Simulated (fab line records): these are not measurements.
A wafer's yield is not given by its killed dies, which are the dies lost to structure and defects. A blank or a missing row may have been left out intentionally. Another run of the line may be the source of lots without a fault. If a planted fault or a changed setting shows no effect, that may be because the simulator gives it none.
Chamber matching    flow n5 finfet    rie diel-01 running N5_BEOL_M12_ETCH_67: 4 sister chambers
The step etches SiARC in CF4, target depth 143 nm, time 238.3 s. 8 wafers are shown with their chamber, then 8 later ones without.

== WAFERS WITH THEIR CHAMBER ==
wafer   chamber  drypump motor current A (A)  throttle valve pct (%)
L085.4  2        5.3                          15.63
L085.6  1        5.3                          16.03
L086.2  1        5.4                          16.03
L086.4  3        5.4                          15.83
L089.2  0        6.5                          15.35
L089.4  2        5.3                          15.65
L089.6  0        6.5                          15.33
L092.2  3        5.4                          15.86

== WAFERS MISSING THEIR CHAMBER ==
wafer   drypump motor current A (A)  throttle valve pct (%)
L092.3  6.5                          15.38
L092.4  5.4                          15.85
L095.2  5.3                          15.65
L095.5  5.4                          15.58
L095.6  5.3                          15.66
L097.4  5.4                          15.57
L097.5  5.4                          15.86
L097.6  5.3                          15.66

== THE CHAMBER EACH PASSED THROUGH ==
wafer    from the rows above   in truth
L092.3   0                     0
L092.4   3                     3
L095.2   2                     2
L095.5   2                     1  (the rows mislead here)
L095.6   2                     2
L097.4   2                     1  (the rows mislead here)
L097.5   3                     3
L097.6   2                     2
Placed correctly: 6 of 8. Left unplaced by these rows: 0. 2 placed wrongly.
How it was worked out, from the rows above alone: a wafer's distance from a chamber is the root of the sum, over the readings, of the square of ((its reading less the chamber's mean) divided by the reading's scatter). If the next closest chamber is less than 2 further off than the closest, the wafer can't be placed; otherwise it belongs to the closest. A chamber's mean is the mean of its shown wafers. The scatter: take each reading less its chamber's mean, square it, sum over the shown wafers, divide by the number of wafers less the number of chambers, and take the root.
